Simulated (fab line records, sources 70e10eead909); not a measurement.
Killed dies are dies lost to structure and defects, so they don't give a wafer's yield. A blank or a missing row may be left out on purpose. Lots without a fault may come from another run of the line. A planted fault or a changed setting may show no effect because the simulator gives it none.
fab line records | flow nand_harc
record lots=24 wafers=72 last_day=24
route steps=1159 shown P_GATE@157 P_M1@317 P_M2@329
lots that met no fault: from a run of the same line without faults
start_h: hours from the record's first day to the start of the lot's first wafer shown | wait_h: hours since the lot's step before | " the same as in the row above | L1.1+2: a row that stands for several wafers | - no value, or no start given | * or withheld: withheld | < > ~ a bound
route shown NAME@n: a module of which the file shows steps, and the number in the route of the first | usual: mean/standard deviation of fault-free wafers | same: alike in all rows | chamber/n: place in a boat | sites: the reading at each site | _std_site: their standard deviation | _edge_site: outer sites' mean less inner sites' | radius_mm: how far each site lies from the wafer's centre | mask NAME#n: copy n | behind: the tool/chamber that last shaped the wafer | hold: why the lot was held/for how many hours/how that ended | device: the transistor (n, p or np) that didn't switch | end of line: the same wafers' tests at the end of the route | a step without rows: its recipe alone | killed: dies lost to structure and defects at the first sort, not the wafer's yield | map: a wafer's dies, x killed, . not, _ none there
set.NAME: the setting as run; set.NAME@STEP: as run at that earlier step | model.NAME: the simulator's own value behind a step, which no gauge read
steps of the route over a sample of lots; a table a step, a row a wafer
services: from which hour (start_h, from the record's first day; less than 0 if before it) a tool's chamber was out of use, for how many hours, and why
## steps
# step NHARC_P_GATE_STRIP_101
# recipe time_s=20 o2_flow_sccm=500 ar_flow_sccm=0 bias_w=0 chemistry=O2
# usual drypump_motor_current_A=5.6/0.57 oes_product_au=1.007/0.012 rf_vpp_V=57.9/0.91 showerhead_plenum_p_Torr=3.55/0.13 throttle_valve_pct=17.038/0.0098
# columns lot.wafer tool chamber start_h wait_h drypump_motor_current_A oes_product_au rf_hours_counter_h rf_vpp_V showerhead_plenum_p_Torr throttle_valve_pct
L074.1 rie_diel-04 0 94.82 0.1 6.0 0.990 23 59.7 3.51 17.039
L074.6 " 3 " " 5.4 0.982 - 59.6 3.72 17.028
L074.5 " 0 " " 6.0 0.990 - 59.0 3.51 17.029
L076.4 rie_diel-05 0 112.82 0.5 6.3 1.002 45 55.8 3.51 17.042
L076.6 " 1 " " 5.3 1.006 - 56.5 3.28 17.024
L076.5 " 2 " " 6.3 1.008 - 56.1 3.64 17.031
L075.1 rie_diel-05 2 113.05 0.1 6.3 1.007 34 57.9 3.64 17.037
L075.3 " 3 " " 6.3 1.019 46 57.6 3.48 17.033
L075.6 " 1 " " 5.3 0.990 - 58.0 3.28 17.060
L078.1 rie_diel-07 1 116.73 0.1 4.9 1.001 23 58.7 3.63 17.038
L078.6 " 0 " " 5.1 0.993 - 57.7 3.28 17.050
L078.5 " 1 " " 4.9 1.000 - 57.9 3.63 17.035
L077.1 rie_diel-04 3 121.40 0.1 5.4 0.995 0 57.0 3.72 17.035
L077.4 " 0 " " 6.0 1.001 0 57.0 3.51 17.030
L077.6 " 0 " " 6.0 1.015 - 58.1 3.51 17.029
L079.2 rie_diel-07 0 129.23 0.1 5.1 1.014 24 57.8 3.28 17.044
L079.1 " 3 " " 5.1 1.016 21 58.1 3.59 17.033
L079.6 " 0 " " 5.1 0.997 - 57.9 3.28 17.032
L080.1 rie_diel-04 3 137.29 0.1 5.4 1.000 5 59.4 3.72 17.049
L080.3 " 0 " " 6.0 1.023 4 59.3 3.51 17.044
L080.5 " 3 " " 5.5 1.000 - 57.9 3.72 17.030
L081.3 rie_diel-07 2 144.23 0.1 6.6 1.025 29 56.7 3.51 17.040
L081.2 " 1 " " 4.9 1.006 32 58.8 3.62 17.043
L081.6 " 2 " " 6.6 1.018 - 58.2 3.51 17.051
L082.4 rie_diel-04 3 149.93 0.1 5.4 1.012 8 58.5 3.72 17.033
L082.1 " 0 " " 6.0 1.032 7 58.1 3.51 17.026
L082.6 " 1 " " 5.0 0.998 - 57.3 3.53 17.034
L083.2 rie_diel-04 3 150.33 0.1 5.5 1.012 8 57.3 3.72 17.040
L083.1 " 1 " " 5.0 0.997 8 58.8 3.53 17.038
L083.6 " 3 " " 5.5 1.009 - 58.4 3.72 17.051
L084.4 rie_diel-07 0 155.22 0.2 5.1 0.994 36 57.0 3.28 17.036
L084.2 " 1 " " 4.9 1.000 36 57.9 3.62 17.021
L084.6 " 1 " " 4.9 0.993 - 58.2 3.62 17.042
L088.3 rie_diel-07 3 175.80 0.1 5.1 1.008 41 59.4 3.58 17.037
L088.2 " 2 " " 6.6 1.033 40 58.4 3.50 17.036
L088.6 " 0 " " 5.1 1.010 - 55.8 3.27 17.026
L085.1 rie_diel-04 3 176.03 0.1 5.4 1.005 14 58.0 3.71 17.040
L085.2 " 0 " " 6.0 1.007 13 56.5 3.50 17.046
L085.3 " 1 " " 5.1 1.010 14 57.6 3.53 17.040
L086.2 rie_diel-07 1 176.37 0.1 4.9 0.989 44 58.9 3.61 17.032
L086.1 " 2 " " 6.6 1.015 40 56.2 3.50 17.035
L086.5 " 2 " " 6.6 1.015 - 57.0 3.50 17.066
L087.1 rie_diel-07 2 182.19 0.1 6.6 1.015 43 58.0 3.50 17.034
L087.4 " 0 " " 5.1 1.014 46 56.1 3.27 17.032
L087.6 " 3 " " 5.1 1.009 - 58.4 3.58 17.046
L089.1 rie_diel-05 1 194.89 0.1 5.3 0.995 4 57.8 3.81 17.047
L089.4 " 0 " " 6.3 1.008 3 58.1 3.50 17.046
L089.6 " 1 " " 5.3 0.987 - 57.6 3.81 17.051
L090.1 rie_diel-04 0 195.66 0.1 6.0 1.031 17 57.4 3.50 17.029
L090.3 " 1 " " 5.1 0.989 17 57.6 3.52 17.046
L090.6 " 3 " " 5.4 1.000 - 57.5 3.71 17.039
L091.4 rie_diel-05 3 200.24 0.1 6.3 1.010 7 57.7 3.47 17.030
L091.5 " 2 " " 6.3 1.007 - 58.4 3.63 17.037
L091.6 " 3 " " 6.3 0.995 - 58.0 3.47 17.046
L093.2 rie_diel-07 1 213.51 0.1 4.9 0.997 56 57.1 3.61 17.053
L093.4 " 2 " " 6.6 1.020 52 58.2 3.50 17.048
L093.3 " 0 " " 5.0 1.021 57 56.4 3.27 17.037
L092.3 rie_diel-04 2 213.61 0.1 5.8 1.007 21 58.1 3.63 17.046
L092.4 " 3 " " 5.5 1.001 22 57.4 3.71 17.064
L092.6 " 2 " " 5.8 1.013 - 57.9 3.63 17.020
L095.3 rie_diel-04 2 222.61 0.1 5.8 1.012 23 57.9 3.63 17.046
L095.1 " 1 " " 5.1 1.001 24 57.6 3.52 17.052
L095.6 " 2 " " 5.8 1.006 - 58.6 3.63 17.046
L094.2 rie_diel-07 3 222.71 0.1 5.1 1.019 56 58.1 3.57 17.055
L094.1 " 0 " " 5.1 1.012 61 56.0 3.26 17.024
L094.5 " 1 " " 4.9 1.005 - 58.3 3.61 17.041
L096.2 rie_diel-05 3 238.26 0.1 6.4 0.989 18 57.2 3.46 17.041
L096.1 " 1 " " 5.3 0.991 23 57.4 3.79 17.051
L096.6 " 2 " " 6.3 0.995 - 59.0 3.62 17.040
L097.4 rie_diel-05 0 238.90 0.1 6.3 1.011 22 58.7 3.49 17.042
L097.3 " 1 " " 5.2 0.999 23 57.9 3.79 17.049
L097.6 " 0 " " 6.3 1.009 - 57.6 3.49 17.049
# step NHARC_P_GATE_STRIP_111
# recipe power_w=1500 temp_c=110 time_s=250 chemistry=N2/H2
# usual drypump_motor_current_A=5.66/0.28 heater_power_w=82/3.1 temp_c=110.01/0.14
# columns lot.wafer tool chamber start_h wait_h drypump_motor_current_A heater_power_w rf_hours_counter_h temp_c
L074.1 plasma_asher-02 1 96.27 0.2 5.66 83 21 109.94
L074.5 " 1 " " 5.68 83 - 109.79
L074.6 " 0 " " 5.98 80 - 109.90
L076.4 plasma_asher-02 1 114.35 0.2 5.68 80 - 110.26
L076.6 " 0 " " 5.93 81 - 110.35
L076.5 " 1 " " 5.69 80 - 110.08
L075.1 plasma_asher-02 1 115.08 0.2 5.67 79 30 109.91
L075.3 " 0 " " 5.97 80 - 110.10
L075.6 " 1 " " 5.66 83 - 110.00
L078.1 plasma_asher-02 0 118.41 0.3 5.96 79 33 109.97
L078.6 " 1 " " 5.68 80 - 110.05
L078.5 " 0 " " 5.97 81 - 109.91
L077.1 plasma_asher-02 0 122.99 0.3 5.96 81 36 109.92
L077.4 " 0 " " 5.94 81 - 109.91
L077.6 " 1 " " 5.66 82 - 110.02
L079.1 plasma_asher-01 1 130.55 0.2 5.68 87 12 109.99
L079.2 " 0 " " 5.17 81 12 109.93
L079.6 " 0 " " 5.19 80 - 109.87
L080.1 plasma_asher-01 1 138.95 0.4 5.70 86 16 109.87
L080.3 " 1 " " 5.71 86 - 109.94
L080.5 " 1 " " 5.69 84 - 109.84
L081.2 plasma_asher-01 1 145.63 0.2 5.71 85 19 109.82
L081.3 " 1 " " 5.69 85 - 109.89
L081.6 " 0 " " 5.17 82 - 109.95
L082.1 plasma_asher-01 0 151.41 0.2 5.17 83 20 110.29
L082.4 " 0 " " 5.20 84 - 109.98
L082.6 " 1 " " 5.67 85 - 110.15
L083.1 plasma_asher-02 1 151.72 0.2 5.66 82 47 110.07
L083.2 " 0 " " 5.96 82 47 110.04
L083.6 " 0 " " 5.98 77 - 109.92
L084.2 plasma_asher-02 0 156.55 0.2 5.96 80 49 110.19
L084.4 " 1 " " 5.64 80 - 109.79
L084.6 " 1 " " 5.69 82 - 109.98
L088.2 plasma_asher-02 0 177.31 0.2 5.93 80 55 109.86
L088.3 " 0 " " 5.95 79 - 109.85
L088.6 " 0 " " 5.96 79 - 109.95
L085.2 plasma_asher-01 0 177.55 0.2 5.18 82 29 109.97
L085.1 " 1 " " 5.69 86 29 109.96
L085.3 " 0 " " 5.20 80 - 109.89
L086.2 plasma_asher-01 1 177.91 0.3 5.70 86 29 109.74
L086.1 " 0 " " 5.16 82 29 110.18
L086.5 " 1 " " 5.68 86 - 109.76
L087.1 plasma_asher-01 1 183.65 0.3 5.69 87 32 110.04
L087.4 " 0 " " 5.19 80 - 109.88
L087.6 " 0 " " 5.18 81 - 109.91
L089.1 plasma_asher-02 1 196.52 0.4 5.66 83 1 109.99
L089.4 " 1 " " 5.67 83 - 109.97
L089.6 " 0 " " 5.98 76 - 110.32
L090.1 plasma_asher-02 0 196.98 0.2 6.01 74 1 109.89
L090.3 " 1 " " 5.65 85 - 109.94
L090.6 " 0 " " 5.99 76 - 109.79
L091.4 plasma_asher-01 0 201.83 0.4 5.18 82 - 110.24
L091.5 " 0 " " 5.14 83 - 110.19
L091.6 " 1 " " 5.68 82 - 110.03
L093.2 plasma_asher-02 1 215.03 0.2 5.66 82 7 109.75
L093.3 " 0 " " 5.99 74 - 110.26
L093.4 " 1 " " 5.65 84 - 110.05
L092.3 plasma_asher-02 0 215.45 0.4 5.97 74 - 110.14
L092.4 " 1 " " 5.63 83 - 109.88
L092.6 " 0 " " 6.01 77 - 109.81
L095.1 plasma_asher-01 0 223.99 0.2 5.21 82 46 110.05
L095.3 " 1 " " 5.70 86 - 109.96
L095.6 " 1 " " 5.71 83 - 110.22
L094.1 plasma_asher-02 0 224.19 0.2 5.97 76 11 110.01
L094.2 " 1 " " 5.66 83 11 110.03
L094.5 " 0 " " 5.97 75 - 110.38
L096.1 plasma_asher-02 0 239.71 0.2 5.97 77 14 109.92
L096.2 " 1 " " 5.68 81 14 110.16
L096.6 " 1 " " 5.65 82 - 110.02
L097.4 plasma_asher-01 1 240.45 0.2 5.68 85 - 110.00
L097.3 " 0 " " 5.16 83 - 109.94
L097.6 " 0 " " 5.21 81 - 109.83
# step NHARC_P_GATE_DESCUM_93
# recipe time_s=3 o2_flow_sccm=200 ar_flow_sccm=0 bias_power_w=0 chemistry=O2
# usual drypump_motor_current_A=5.6/0.52 oes_product_au=1.007/0.012 rf_vpp_V=58.0/0.8 showerhead_plenum_p_Torr=1.94/0.071 throttle_valve_pct=11.310/0.009
# columns lot.wafer tool chamber start_h wait_h drypump_motor_current_A oes_product_au rf_hours_counter_h rf_vpp_V showerhead_plenum_p_Torr throttle_valve_pct
L074.1 rie_diel-04 0 99.41 - 5.9 0.987 23 56.5 1.90 11.309
L074.5 " 1 " " 5.1 0.993 - 58.2 1.92 11.304
L074.6 " 2 " " 5.8 1.014 - 58.0 1.98 11.320
L076.4 rie_diel-07 0 117.24 - 5.1 1.007 23 56.3 1.77 11.311
L076.5 " 2 " " 6.6 1.021 - 57.5 1.90 11.315
L076.6 " 3 " " 5.1 0.997 - 57.0 1.95 11.299
L075.1 rie_diel-05 3 118.21 - 6.3 1.028 49 57.5 1.89 11.311
L075.3 " 1 " " 5.2 0.992 48 57.1 1.77 11.328
L075.6 " 2 " " 6.3 1.029 - 56.4 1.98 11.321
L078.1 rie_diel-04 3 121.47 - 5.4 1.001 0 58.7 2.03 11.301
L078.5 " 2 " " 5.8 1.024 - 57.1 1.98 11.314
L078.6 " 3 " " 5.4 0.998 - 58.8 2.03 11.294
L077.4 rie_diel-04 1 126.04 - 5.0 0.995 2 57.1 1.92 11.312
L077.1 " 2 " " 5.8 1.011 2 58.1 1.98 11.304
L077.6 " 0 " " 5.9 1.025 - 58.2 1.90 11.312
L079.2 rie_diel-04 2 133.72 - 5.8 0.997 4 58.9 1.98 11.317
L079.1 " 3 " " 5.4 0.993 4 58.8 2.02 11.317
L079.6 " 1 " " 5.0 1.003 - 58.2 1.92 11.326
L080.3 rie_diel-05 2 141.94 - 6.3 1.000 47 58.6 1.98 11.319
L080.1 " 3 " " 6.3 1.026 58 57.4 1.88 11.317
L080.5 " 1 " " 5.2 0.995 - 58.1 1.77 11.324
L081.3 rie_diel-07 0 148.68 - 5.1 1.022 33 58.1 1.77 11.306
L081.2 " 2 " " 6.6 1.034 30 58.9 1.90 11.301
L081.6 " 0 " " 5.1 1.018 - 57.4 1.77 11.315
L082.1 rie_diel-05 1 154.36 - 5.2 0.995 62 56.3 1.77 11.302
L082.4 " 2 " " 6.3 1.017 52 59.6 1.97 11.292
L082.6 " 0 " " 6.3 1.004 - 58.0 1.90 11.307
L083.2 rie_diel-04 0 155.03 - 6.0 1.031 8 57.5 1.90 11.310
L083.1 " 1 " " 5.1 0.993 9 59.1 1.91 11.317
L083.6 " 2 " " 5.8 1.023 - 59.7 1.98 11.308
L084.4 rie_diel-04 2 159.67 - 5.7 0.993 10 58.5 1.98 11.308
L084.2 " 1 " " 5.1 0.988 10 58.6 1.91 11.321
L084.6 " 3 " " 5.4 0.999 - 57.8 2.02 11.309
L088.3 rie_diel-07 2 180.36 - 6.6 1.015 41 58.9 1.90 11.320
L088.2 " 0 " " 5.1 0.999 45 56.5 1.77 11.315
L088.6 " 3 " " 5.1 1.009 - 57.3 1.94 11.302
L085.2 rie_diel-04 0 180.68 - 6.0 1.026 13 58.3 1.90 11.310
L085.3 " 1 " " 5.0 0.992 14 57.4 1.91 11.303
L085.1 " 3 " " 5.4 0.996 14 58.9 2.02 11.305
L086.1 rie_diel-04 3 181.02 - 5.4 0.994 14 57.0 2.02 11.316
L086.2 " 0 " " 5.9 1.023 13 57.7 1.90 11.307
L086.5 " 1 " " 5.1 0.984 - 57.8 1.91 11.314
L087.1 rie_diel-05 1 187.00 - 5.2 0.994 4 57.8 2.08 11.305
L087.4 " 0 " " 6.3 1.008 3 58.7 1.89 11.331
L087.6 " 2 " " 6.3 1.006 - 57.1 1.97 11.309
L089.1 rie_diel-04 3 199.62 - 5.5 0.995 19 58.6 2.02 11.297
L089.4 " 0 " " 6.0 1.022 18 57.7 1.90 11.319
L089.6 " 3 " " 5.4 1.001 - 58.3 2.02 11.301
L090.1 rie_diel-05 3 200.10 - 6.3 1.006 7 57.6 1.88 11.325
L090.3 " 0 " " 6.3 1.011 6 58.2 1.89 11.309
L090.6 " 1 " " 5.2 0.999 - 58.8 2.07 11.312
L091.4 rie_diel-04 0 204.75 - 5.9 1.030 20 57.4 1.90 11.316
L091.6 " 3 " " 5.4 1.000 - 59.5 2.02 11.311
L091.5 " 0 " " 5.9 1.016 - 57.6 1.90 11.307
L093.3 rie_diel-04 0 218.30 - 5.9 1.032 23 57.3 1.90 11.304
L093.4 " 1 " " 5.0 0.994 23 57.7 1.91 11.313
L093.2 " 2 " " 5.7 1.020 22 57.4 1.98 11.304
L092.3 rie_diel-05 3 219.15 - 6.3 1.000 10 57.3 1.88 11.305
L092.4 " 0 " " 6.3 0.998 13 57.2 1.89 11.315
L092.6 " 2 " " 6.3 1.006 - 57.1 1.97 11.301
L095.3 rie_diel-07 2 227.04 - 6.6 1.027 55 57.5 1.89 11.310
L095.1 " 1 " " 4.9 0.995 59 57.6 1.96 11.320
L095.6 " 3 " " 5.1 1.019 - 58.5 1.94 11.327
L094.1 rie_diel-04 1 227.32 - 5.1 1.006 25 58.7 1.91 11.317
L094.2 " 2 " " 5.8 1.013 24 58.7 1.97 11.292
L094.5 " 3 " " 5.4 1.007 - 58.5 2.02 11.318
L096.1 rie_diel-07 3 242.87 - 5.1 0.997 1 58.4 1.94 11.302
L096.2 " 1 " " 4.9 0.999 1 58.5 1.96 11.317
L096.6 " 0 " " 5.1 0.987 - 57.9 2.08 11.297
L097.3 rie_diel-07 0 243.32 - 5.1 0.987 1 58.0 2.08 11.314
L097.4 " 1 " " 4.9 0.989 1 58.5 1.96 11.309
L097.6 " 0 " " 5.1 0.994 - 57.6 2.08 11.314
# step NHARC_P_GATE_RTA_64
# recipe temp_c=1050 time_s=1
# usual lamp_power_pct=34.3/1.3 lamp_zone_2_pct=34.3/1.3 wafer_temp_C_max=1053.9/1.4
# columns lot.wafer tool chamber start_h wait_h lamp_power_pct lamp_zone_2_pct wafer_temp_C_max
L074.1 rtp_anneal-02 0 101.02 - 35.4 35.4 1054.2
L074.5 " 0 " " 35.4 35.4 1054.0
L074.6 " 0 " " 35.4 35.5 1054.4
L076.4 rtp_anneal-02 0 118.97 - 35.5 35.4 1053.5
L076.5 " 0 " " 35.4 35.4 1053.2
L076.6 " 0 " " 35.4 35.4 1053.5
L075.1 rtp_anneal-02 0 119.86 - 35.4 35.4 1052.2
L075.3 " 0 " " 35.4 35.4 1052.4
L075.6 " 0 " " 35.3 35.4 1052.6
L078.1 rtp_anneal-01 0 123.15 - 32.9 32.9 1054.8
L078.5 " 0 " " 32.9 32.9 1054.6
L078.6 " 0 " " 32.9 32.9 1055.4
L077.1 rtp_anneal-02 0 127.71 - 35.4 35.4 1053.2
L077.4 " 0 " " 35.4 35.4 1053.1
L077.6 " 0 " " 35.4 35.4 1053.0
L079.1 rtp_anneal-01 0 135.49 - 32.9 32.9 1053.4
L079.2 " 0 " " 32.8 32.8 1054.2
L079.6 " 0 " " 32.9 32.8 1054.7
L080.1 rtp_anneal-02 0 143.58 - 35.4 35.5 1052.1
L080.3 " 0 " " 35.4 35.4 1053.2
L080.5 " 0 " " 35.4 35.3 1052.4
L081.2 rtp_anneal-01 0 150.34 - 32.9 32.9 1055.6
L081.3 " 0 " " 32.9 32.8 1056.6
L081.6 " 0 " " 32.9 32.8 1055.8
L082.1 rtp_anneal-02 0 155.99 - 35.4 35.4 1052.9
L082.4 " 0 " " 35.4 35.5 1051.3
L082.6 " 0 " " 35.4 35.5 1052.7
L083.1 rtp_anneal-02 0 156.70 - 35.5 35.4 1052.6
L083.2 " 0 " " 35.4 35.5 1052.7
L083.6 " 0 " " 35.4 35.4 1052.8
L084.2 rtp_anneal-01 0 161.35 - 33.0 32.9 1057.0
L084.4 " 0 " " 32.9 32.9 1055.2
L084.6 " 0 " " 32.9 32.9 1054.5
L088.2 rtp_anneal-01 0 182.03 - 32.9 32.9 1054.3
L088.3 " 0 " " 32.8 32.9 1056.1
L088.6 " 0 " " 32.9 32.9 1054.0
L085.1 rtp_anneal-02 0 182.62 - 35.4 35.4 1054.5
L085.2 " 0 " " 35.4 35.4 1052.8
L085.3 " 0 " " 35.4 35.4 1052.8
L086.1 rtp_anneal-01 0 182.93 - 32.9 32.9 1055.6
L086.2 " 0 " " 32.9 32.9 1055.7
L086.5 " 0 " " 32.9 32.9 1056.1
L087.1 rtp_anneal-02 0 188.66 - 35.4 35.4 1054.1
L087.4 " 0 " " 35.5 35.4 1052.7
L087.6 " 0 " " 35.5 35.4 1052.9
L089.1 rtp_anneal-01 0 201.25 - 32.9 32.9 1055.4
L089.4 " 0 " " 32.9 32.9 1055.2
L089.6 " 0 " " 32.9 33.0 1054.8
L090.1 rtp_anneal-01 0 201.73 - 32.9 32.9 1055.2
L090.3 " 0 " " 32.9 32.9 1054.6
L090.6 " 0 " " 32.9 32.9 1054.2
L091.4 rtp_anneal-02 0 206.50 - 35.4 35.5 1052.4
L091.5 " 0 " " 35.4 35.4 1052.3
L091.6 " 0 " " 35.4 35.5 1052.4
L093.2 rtp_anneal-02 0 219.97 - 35.4 35.5 1052.3
L093.3 " 0 " " 35.5 35.5 1053.0
L093.4 " 0 " " 35.4 35.5 1052.0
L092.3 rtp_anneal-02 0 220.84 - 35.4 35.5 1053.2
L092.4 " 0 " " 35.5 35.4 1052.0
L092.6 " 0 " " 35.4 35.4 1053.2
L095.1 rtp_anneal-02 0 228.75 - 35.4 35.5 1051.9
L095.3 " 0 " " 35.4 35.4 1052.0
L095.6 " 0 " " 35.5 35.4 1052.0
L094.1 rtp_anneal-01 0 229.30 - 32.9 32.9 1054.7
L094.2 " 0 " " 32.9 32.9 1055.3
L094.5 " 0 " " 32.9 32.9 1055.8
L096.1 rtp_anneal-01 0 244.58 - 32.9 32.8 1056.1
L096.2 " 0 " " 32.9 32.9 1054.1
L096.6 " 0 " " 32.9 32.9 1055.0
L097.3 rtp_anneal-01 0 245.15 - 32.9 32.8 1056.1
L097.4 " 0 " " 32.8 32.8 1056.8
L097.6 " 0 " " 32.8 32.9 1054.8
# step NHARC_P_M1_DEP_33
# recipe target_thk_a=300 temp_c=370 target_thk_nm=30 pressure_torr=3 flow_sccm=200 rf_w=450 material=SiCN
# usual chamber_pressure_Torr=3.000/0.0063 heater_power_w=582/82
# columns lot.wafer tool chamber start_h wait_h chamber_pressure_Torr heater_power_w
L074.1 pecvd-02 1 117.35 0.1 3.006 820
L074.5 " 0 " " 3.004 454
L074.6 " 1 " " 3.003 826
L076.5 pecvd-03 2 139.90 0.2 3.001 568
L076.6 " 0 " " 3.003 594
L076.4 " 1 " " 3.011 613
L075.1 pecvd-03 0 140.61 0.1 3.015 564
L075.3 " 1 " " 2.991 643
L075.6 " 1 " " 2.997 631
L078.1 pecvd-02 0 142.22 0.1 2.987 495
L078.6 " 0 " " 2.997 483
L078.5 " 2 " " 3.002 666
L077.1 pecvd-01 1 146.03 0.1 2.998 562
L077.4 " 0 " " 3.002 535
L077.6 " 1 " " 3.005 551
L079.1 pecvd-01 2 154.08 0.1 2.985 574
L079.2 " 0 " " 3.005 521
L079.6 " 2 " " 2.999 577
L080.1 pecvd-01 0 160.63 0.1 3.000 477
L080.3 " 2 " " 2.988 557
L080.5 " 2 " " 3.002 539
L081.3 pecvd-02 0 167.21 0.1 3.000 499
L081.2 " 1 " " 3.001 721
L081.6 " 1 " " 2.994 742
L082.1 pecvd-03 2 170.29 0.1 3.011 572
L082.4 " 0 " " 3.002 586
L082.6 " 2 " " 3.006 582
L083.2 pecvd-01 2 171.83 0.1 2.995 528
L083.1 " 1 " " 3.002 570
L083.6 " 1 " " 3.009 576
L084.2 pecvd-02 2 175.57 0.1 3.010 547
L084.6 " 0 " " 2.995 488
L084.4 " 1 " " 2.996 731
L088.3 pecvd-01 0 200.76 0.1 2.997 530
L088.2 " 1 " " 2.996 601
L088.6 " 0 " " 2.991 538
L085.1 pecvd-03 2 201.42 0.1 3.001 511
L085.2 " 0 " " 3.002 522
L085.3 " 1 " " 2.998 545
L086.2 pecvd-02 0 202.14 0.1 3.009 490
L086.1 " 1 " " 3.008 776
L086.5 " 0 " " 3.003 494
L087.1 pecvd-02 1 203.72 0.1 2.999 784
L087.6 " 1 " " 3.002 778
L087.4 " 0 " " 2.995 480
L089.1 pecvd-01 1 219.57 0.1 3.009 523
L089.4 " 0 " " 2.997 545
L089.6 " 2 " " 3.001 538
L090.3 pecvd-02 1 220.31 0.1 2.991 766
L090.1 " 2 " " 2.991 610
L090.6 " 0 " " 2.998 503
L091.4 pecvd-02 2 223.47 0.2 3.004 577
L091.5 " 0 " " 3.014 485
L091.6 " 1 " " 3.006 706
L093.2 pecvd-03 1 234.58 0.1 3.000 648
L093.3 " 2 " " 3.004 577
L093.4 " 1 " " 2.999 634
L092.3 pecvd-03 1 235.19 0.1 2.991 589
L092.4 " 0 " " 2.997 533
L092.6 " 1 " " 3.002 598
L095.3 pecvd-03 0 246.26 0.1 2.999 569
L095.1 " 1 " " 3.009 590
L095.6 " 2 " " 3.002 604
L094.1 pecvd-02 0 247.25 0.1 2.997 536
L094.2 " 2 " " 2.996 604
L094.5 " 2 " " 3.005 617
L096.2 pecvd-03 0 264.21 0.1 2.984 493
L096.1 " 2 " " 2.998 609
L096.6 " 0 " " 2.995 498
L097.3 pecvd-02 2 265.03 0.1 3.000 621
L097.6 " 0 " " 2.997 455
L097.4 " 1 " " 3.001 736
# step NHARC_P_M2_OVL_MEAS_10
# recipe pitch_nm=340
# usual overlay_x_nm=0.0/0.79 overlay_y_nm=0.1/0.78
# columns lot.wafer tool chamber start_h wait_h overlay_x_nm overlay_y_nm
L074.1 overlay-02 - 118.63 - -0.8 0.3
L074.5 " - " " -0.9 0.0
L074.6 " - " " -0.7 0.5
L076.4 overlay-01 - 140.99 - 0.5 0.2
L076.5 " - " " 0.1 0.0
L076.6 " - " " 0.5 0.1
L075.1 overlay-01 - 141.87 - 2.5 0.2
L075.3 " - " " 2.1 0.9
L075.6 " - " " 2.0 1.1
L078.1 overlay-01 - 143.40 - -0.7 -0.2
L078.5 " - " " -1.2 -1.4
L078.6 " - " " -0.9 -0.9
L077.1 overlay-02 - 147.29 - -0.4 1.1
L077.4 " - " " 0.5 0.8
L077.6 " - " " -0.3 0.7
L079.1 overlay-02 - 155.31 - -0.8 0.0
L079.2 " - " " -0.5 -0.3
L079.6 " - " " -0.2 -0.1
L080.1 overlay-02 - 162.05 - 0.1 0.2
L080.3 " - " " 0.4 0.5
L080.5 " - " " 0.0 0.4
L081.2 overlay-02 - 168.51 - -1.2 0.9
L081.3 " - " " -0.8 0.9
L081.6 " - " " -0.7 0.5
L082.1 overlay-01 - 171.68 - 0.1 0.2
L082.4 " - " " 0.5 0.2
L082.6 " - " " 0.2 -0.2
L083.1 overlay-01 - 173.29 - -0.3 -0.2
L083.2 " - " " 0.1 -0.3
L083.6 " - " " -0.5 -0.4
L084.2 overlay-01 - 176.79 - -1.2 -0.7
L084.4 " - " " -0.5 -0.2
L084.6 " - " " -0.6 -0.2
L088.2 overlay-02 - 202.06 - 1.0 -0.4
L088.3 " - " " 1.2 -0.1
L088.6 " - " " 1.2 -0.5
L085.1 overlay-02 - 202.76 - -0.2 2.5
L085.2 " - " " 0.0 2.1
L085.3 " - " " -0.3 2.4
L086.1 overlay-01 - 203.32 - 0.1 -0.3
L086.2 " - " " -0.6 -0.2
L086.5 " - " " -0.4 -1.0
L087.1 overlay-02 - 205.08 - -0.7 0.3
L087.4 " - " " -0.8 -0.1
L087.6 " - " " -0.8 0.1
L089.1 overlay-02 - 220.73 - 0.1 0.6
L089.4 " - " " 0.2 -0.4
L089.6 " - " " 0.0 -0.3
L090.1 overlay-01 - 221.48 - -1.0 0.0
L090.3 " - " " -0.8 -0.3
L090.6 " - " " -0.5 -0.4
L091.4 overlay-01 - 224.69 - -1.0 1.5
L091.5 " - " " -0.6 1.5
L091.6 " - " " -0.5 1.1
L093.2 overlay-02 - 235.79 - 1.0 -0.6
L093.3 " - " " 0.0 -0.8
L093.4 " - " " 0.4 -1.4
L092.3 overlay-01 - 236.47 - 0.1 -0.6
L092.4 " - " " 0.0 0.0
L092.6 " - " " 0.2 -0.5
L095.1 overlay-02 - 247.41 - -0.6 -0.9
L095.3 " - " " -0.1 -0.4
L095.6 " - " " -0.4 -0.6
L094.1 overlay-01 - 248.57 - 0.1 -0.7
L094.2 " - " " 1.0 -0.5
L094.5 " - " " 0.6 -0.6
L096.1 overlay-01 - 265.53 - 1.2 1.1
L096.2 " - " " 0.8 0.5
L096.6 " - " " 1.0 0.6
L097.3 overlay-02 - 266.24 - 0.8 0.5
L097.4 " - " " 0.8 0.8
L097.6 " - " " 1.0 1.2
## services
# columns tool chamber start_h hours kind
rie_diel-04 0 90.71 - clean
rie_diel-04 1 90.71 - clean
rie_diel-04 2 90.71 - clean
rie_diel-04 3 90.71 - clean
plasma_asher-01 - 99.29 9.0 pm
rie_diel-07 2 107.05 2.9 repair
pecvd-03 - 111.00 13.0 pm
pecvd-02 - 111.21 0.7 repair
rie_diel-04 - 111.91 9.0 pm
rie_diel-07 - 124.81 0.4 repair
rie_diel-07 - 134.69 0.1 repair
pecvd-02 - 153.67 13.0 pm
pecvd-01 0 162.30 10.5 repair
rie_diel-05 - 163.62 9.0 pm
pecvd-02 - 168.86 2.6 repair
rie_diel-05 0 172.99 1.4 repair
rie_diel-04 2 178.98 4.3 repair
pecvd-01 2 182.47 6.4 repair
plasma_asher-02 - 183.21 9.0 pm
rie_diel-05 0 189.75 3.0 repair
rie_diel-05 3 204.70 9.8 repair
rie_diel-07 - 229.31 9.0 pm
pecvd-01 - 237.10 13.0 pm
pecvd-01 - 262.27 2.1 repair
## key
fault none
